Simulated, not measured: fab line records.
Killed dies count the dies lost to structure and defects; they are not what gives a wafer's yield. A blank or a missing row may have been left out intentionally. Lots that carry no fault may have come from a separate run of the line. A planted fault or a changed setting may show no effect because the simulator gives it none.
The tool behind it: which one? | flow n5-finfet | 9 lots, 26 wafers sampled, at 6 steps of a route of 1938

== WHAT THE GAUGES READ, wafer by wafer ==
N5_SD_EPI_N_OVL_MEAS_10. Usual: SD_N_BLK_OVL typically reads -0.1 nm, with standard deviation 0.63.
lot  | measured    | on         | SD_N_BLK_OVL (nm) | flag
L767 | day 2 23:50 | overlay-01 | -0.5 -0.1         |
L768 | day 3 06:46 | overlay-02 | -0.4 0.1 0.1      |
L769 | day 3 13:32 | overlay-01 | 0.0 0.6 -0.4      |
L774 | day 4 18:10 | overlay-02 | 1.0 0.9 0.8       |
L778 | day 6 00:41 | overlay-01 | -1.2 -0.1 -0.5    |
L779 | day 6 04:29 | overlay-02 | -0.9 -0.6 -0.9    |
L786 | day 7 20:17 | overlay-01 | 0.3 0.7 0.8       |
L787 | day 7 22:59 | overlay-02 | -0.5 -1.7 0.0     |
L788 | day 8 07:11 | overlay-01 | 0.5 -0.4 0.2      |

N5_SD_EPI_N_INSPECT_11: inspects for defects (macro). Usual: raw-defect-count 2.0, standard deviation 1.5.
lot  | measured    | on                | raw-defect-count | flag
L767 | day 2 23:51 | defect-inspect-01 | 0 2              |
L768 | day 3 06:47 | defect-inspect-01 | 2 2 0            |
L769 | day 3 13:34 | defect-inspect-01 | 2 2 0            |
L774 | day 4 18:11 | defect-inspect-01 | 1 1 2            |
L778 | day 6 00:42 | defect-inspect-01 | 5 2 2            |
L779 | day 6 04:31 | defect-inspect-01 | 2 5 0            |
L786 | day 7 20:19 | defect-inspect-02 | 4 1 1            |
L787 | day 7 23:01 | defect-inspect-02 | 1 6 3            |
L788 | day 8 07:12 | defect-inspect-01 | 2 1 3            |

N5_BEOL_M4_RC_MEAS_101. Usual: DIBL_N 36.9 mV/V, standard deviation 1.6; DIBL_P 37.1 mV/V, standard deviation 2; IOFF_N 0.17 nA/um, standard deviation 0.032; IOFF_P 0.22 nA/um, standard deviation 0.036; ION_N 674 uA/um, standard deviation 12; ION_P 463 uA/um, standard deviation 7.8; SS_N 71.7 mV/dec, standard deviation 0.63; SS_P 73.5 mV/dec, standard deviation 0.62; VT_N 249 mV, standard deviation 3.3; VT_P -250 mV, standard deviation 3.5.
lot  | measured     | on        | DIBL_N (mV/V)  | DIBL_P (mV/V)  | IOFF_N (nA/um) | IOFF_P (nA/um) | ION_N (uA/um) | ION_P (uA/um) | SS_N (mV/dec)  | SS_P (mV/dec)  | VT_N (mV)   | VT_P (mV)      | flag
L767 | day 8 11:50  | prober-01 | 36.2 38.1      | 35.7 38.2      | 0.16 0.20      | 0.21 0.25      | 685 693       | 463 468       | 72.0 72.9      | 73.2 74.0      | 248 245     | -251 -246      |
L768 | day 8 20:54  | prober-02 | 36.8 36.7 37.8 | 37.8 36.2 37.1 | 0.15 0.15 0.17 | 0.27 0.24 0.25 | 664 649 666   | 466 462 466   | 71.3 71.9 71.1 | 73.3 73.0 73.1 | 252 251 249 | -245 -247 -244 |
L769 | day 8 17:02  | prober-01 | 37.0 37.6 38.1 | 37.2 38.0 38.1 | 0.15 0.16 0.16 | 0.19 0.21 0.20 | 652 668 663   | 448 462 453   | 70.9 71.8 71.5 | 74.1 74.3 73.8 | 251 252 252 | -257 -253 -253 |
L774 | day 10 04:57 | prober-01 | 38.6 37.5 37.1 | 38.0 36.6 36.7 | 0.19 0.17 0.18 | 0.27 0.22 0.23 | 674 670 677   | 464 459 463   | 72.3 71.8 72.2 | 73.7 74.0 73.6 | 248 249 248 | -247 -250 -246 |
L786 | day 12 16:58 | prober-01 | 36.1 41.5 36.2 | 33.3 40.4 33.7 | 0.14 0.26 0.14 | 0.20 0.34 0.20 | 668 700 674   | 458 481 465   | 70.9 71.9 71.4 | 72.6 74.8 72.5 | 251 243 251 | -249 -241 -247 |
L787 | day 13 10:24 | prober-02 | 38.9 36.9 35.1 | 36.3 34.8 33.3 | 0.19 0.15 0.13 | 0.25 0.23 0.20 | 672 674 666   | 465 463 462   | 73.1 71.7 71.1 | 74.1 74.1 73.0 | 250 251 253 | -247 -249 -250 |
L788 | day 13 12:01 | prober-01 | 36.6 37.0 37.5 | 38.6 40.2 40.7 | 0.18 0.19 0.20 | 0.22 0.25 0.27 | 679 675 683   | 459 459 468   | 72.4 72.4 72.8 | 73.8 74.0 74.1 | 250 248 246 | -249 -252 -247 |

== WHICH TOOL RAN EACH LOT (tool, then ch and the chambers of the sampled wafers, then the start) ==
lot  | N5_SD_EPI_N_DESCUM_14             | N5_SD_EPI_N_ETCH_34               | N5_SD_EPI_N_ETCH_35
L767 | rie-diel-05 ch 3, day 2 23:53     | rie-diel-05 ch 3, day 2 23:55     | rie-diel-05 ch 3, day 2 23:59
L768 | rie-diel-05 ch 0,1,3, day 3 06:49 | rie-diel-05 ch 0,1,3, day 3 06:52 | rie-diel-05 ch 0,1,3, day 3 06:55
L769 | rie-diel-03 ch 0,1,3, day 3 13:35 | rie-diel-03 ch 0,1,3, day 3 13:38 | rie-diel-03 ch 0,1,3, day 3 13:41
L774 | rie-diel-03 ch 0,2, day 4 18:13   | rie-diel-03 ch 0,2, day 4 18:15   | rie-diel-03 ch 0,2, day 4 18:19
L778 | rie-diel-03 ch 0,2, day 6 00:44   | rie-diel-03 ch 0,2, day 6 00:46   | rie-diel-03 ch 0,2, day 6 00:50
L779 | rie-diel-03 ch 0,2,3, day 6 04:33 | rie-diel-03 ch 0,2,3, day 6 04:35 | rie-diel-03 ch 0,2,3, day 6 04:38
L786 | rie-diel-01 ch 0,1,2, day 7 20:25 | rie-diel-01 ch 0,1,2, day 7 20:26 | rie-diel-01 ch 0,1,2, day 7 20:30
L787 | rie-diel-01 ch 1,2, day 7 23:48   | rie-diel-01 ch 1,2, day 7 23:50   | rie-diel-01 ch 1,2, day 7 23:53
L788 | rie-diel-03 ch 0,1,2, day 8 07:31 | rie-diel-03 ch 0,1,2, day 8 07:33 | rie-diel-03 ch 0,1,2, day 8 07:36
- N5_SD_EPI_N_DESCUM_14: chemistry O2, time 7.9 s.
- N5_SD_EPI_N_ETCH_34: etches SiARC in CF4, target depth 45.5 nm, time 75.8 s.
- N5_SD_EPI_N_ETCH_35: etches SOC in N2/H2, overetch 108 nm, time 486 s.

== AS READ BY THE TOOLS THEMSELVES (means over the sampled wafers that have a number; for cases with no such wafer, the mark the record gives instead) ==
N5_SD_EPI_N_DESCUM_14. Usual: drypump-motor-current-A 5.7 A, standard deviation 0.37; oes-product-au 0.75 a.u., standard deviation 0.062; rf-vpp-V 243.3 V, standard deviation 1.3; showerhead-plenum-p-Torr 2.11 Torr, standard deviation 0.062; throttle-valve-pct 20.47 %, standard deviation 0.28.
lot  | tool        | drypump-motor-current-A (A) | oes-product-au (a.u.) | rf-vpp-V (V) | showerhead-plenum-p-Torr (Torr) | throttle-valve-pct (%) | flag
L767 | rie-diel-05 | 6.5                         | 0.69                  | 240.7        | 2.00                            | 20.50                  |
L768 | rie-diel-05 | 5.8                         | 0.75                  | 243.7        | 2.12                            | 20.52                  |
L769 | rie-diel-03 | 5.8                         | 0.85                  | 243.6        | 2.10                            | 20.02                  |
L774 | rie-diel-03 | 5.6                         | 0.77                  | 244.8        | 2.16                            | 20.27                  |
L778 | rie-diel-03 | 5.3                         | 0.76                  | 243.5        | 2.13                            | 20.31                  |
L779 | rie-diel-03 | 5.5                         | 0.79                  | 243.3        | 2.10                            | 20.13                  |
L786 | rie-diel-01 | 5.8                         | 0.78                  | 242.1        | 2.07                            | 20.45                  |
L787 | rie-diel-01 | 5.8                         | 0.70                  | 242.2        | 2.07                            | 20.40                  |
L788 | rie-diel-03 | 5.5                         | 0.78                  | 244.0        | 2.13                            | 20.27                  |

N5_SD_EPI_N_ETCH_34. Usual: bias-w 36.00 W, standard deviation 0.11; cf4-flow-sccm 100.0 sccm, standard deviation 0.34; drypump-motor-current-A 5.7 A, standard deviation 0.37; etch-rf-on-time-s 76.5 s, standard deviation 2.1; mfc-ar-sccm 100.02 sccm, standard deviation 0.28; oes-product-au 0.64 a.u., standard deviation 0.051; rf-vpp-V 184.2 V, standard deviation 1.1; showerhead-plenum-p-Torr 2.16 Torr, standard deviation 0.06; throttle-valve-pct 15.68 %, standard deviation 0.27.
lot  | tool        | bias-w (W) | cf4-flow-sccm (sccm) | drypump-motor-current-A (A) | etch-rf-on-time-s (s) | mfc-ar-sccm (sccm) | oes-product-au (a.u.) | rf-vpp-V (V) | showerhead-plenum-p-Torr (Torr) | throttle-valve-pct (%) | flag
L767 | rie-diel-05 | 35.97      | 100.2                | 6.5                         | 76.5                  | 99.99              | 0.59                  | 182.6        | 2.05                            | 15.75                  |
L768 | rie-diel-05 | 35.99      | 100.2                | 5.8                         | 77.0                  | 100.10             | 0.64                  | 184.5        | 2.16                            | 15.71                  |
L769 | rie-diel-03 | 36.00      | 100.1                | 5.7                         | 75.8                  | 100.05             | 0.71                  | 184.9        | 2.17                            | 15.31                  |
L774 | rie-diel-03 | 36.01      | 99.4                 | 5.6                         | 78.7                  | 99.93              | 0.65                  | 185.2        | 2.21                            | 15.47                  |
L778 | rie-diel-03 | -          | -                    | -                           | -                     | -                  | -                     | -            | -                               | -                      | OFF
L779 | rie-diel-03 | -          | -                    | -                           | -                     | -                  | -                     | -            | -                               | -                      | OFF
L786 | rie-diel-01 | 36.01      | 99.9                 | 5.8                         | 76.3                  | 99.53              | 0.67                  | 183.8        | 2.11                            | 15.61                  |
L787 | rie-diel-01 | 35.96      | 100.3                | 5.8                         | 75.7                  | 100.09             | 0.60                  | 183.7        | 2.12                            | 15.63                  |
L788 | rie-diel-03 | 36.11      | 99.8                 | 5.5                         | 76.7                  | 99.69              | 0.66                  | 183.9        | 2.18                            | 15.47                  |

N5_SD_EPI_N_ETCH_35. Usual: bias-w is 133.0 W with standard deviation 0.36, chamber-pressure-mTorr is 19.999 mTorr with standard deviation 0.017, drypump-motor-current-A is 5.7 A with standard deviation 0.37, oes-product-au is 0.67 a.u. with standard deviation 0.051, rf-vpp-V is 240.9 V with standard deviation 1.4, showerhead-plenum-p-Torr is 2.56 Torr with standard deviation 0.081, and throttle-valve-pct is 23.9 % with standard deviation 0.4.
lot  | tool        | bias-w (W) | chamber-pressure-mTorr (mTorr) | drypump-motor-current-A (A) | oes-product-au (a.u.) | rf-vpp-V (V) | showerhead-plenum-p-Torr (Torr) | throttle-valve-pct (%) | flag
L767 | rie-diel-05 | 132.2      | 20.009                         | 6.5                         | 0.63                  | 238.2        | 2.40                            | 23.6                   |
L768 | rie-diel-05 | 133.0      | 19.992                         | 5.9                         | 0.68                  | 241.0        | 2.56                            | 23.8                   |
L769 | rie-diel-03 | 132.9      | 19.988                         | 5.7                         | 0.75                  | 240.9        | 2.58                            | 23.5                   |
L774 | rie-diel-03 | 132.9      | 20.007                         | 5.6                         | 0.69                  | 242.1        | 2.62                            | 23.6                   |
L778 | rie-diel-03 | 132.9      | 19.994                         | 5.3                         | 0.29                  | 241.3        | 2.58                            | 23.5                   | OFF
L779 | rie-diel-03 | 133.0      | 19.991                         | 5.5                         | 0.29                  | 240.8        | 2.55                            | 23.4                   | OFF
L786 | rie-diel-01 | 132.9      | 20.015                         | 5.8                         | 0.70                  | 240.0        | 2.51                            | 23.8                   |
L787 | rie-diel-01 | 133.2      | 20.001                         | 5.8                         | 0.63                  | 240.3        | 2.51                            | 23.6                   |
L788 | rie-diel-03 | 132.9      | 20.017                         | 5.5                         | 0.70                  | 240.7        | 2.58                            | 23.7                   |

== THE ANSWER, worked out from the rows above alone ==
Rule: a lot counts as off when the mean over its wafers that have a number is more than 3 standard deviations away from the usual mean. A lot without any number at a reading at which 4 lots or more have one is off too. Any other lot the step has rows for is counted as sound. The gauges are gone through in route order, then the tools' own readings, and for those a lot's mean is taken as printed above. At the first step where some lot is off, the reading lying furthest off is the one used; lots without a number count as furthest.
Off: L778, L779 (N5_SD_EPI_N_ETCH_34, bias-w). Without a number there: L778, L779.
A tool fits if, at that step or a process step before it, it ran every lot that is off, and no sound lot after the first of them. None of those tried fits.

== WHAT THE SIMULATOR HAD INSERTED ==
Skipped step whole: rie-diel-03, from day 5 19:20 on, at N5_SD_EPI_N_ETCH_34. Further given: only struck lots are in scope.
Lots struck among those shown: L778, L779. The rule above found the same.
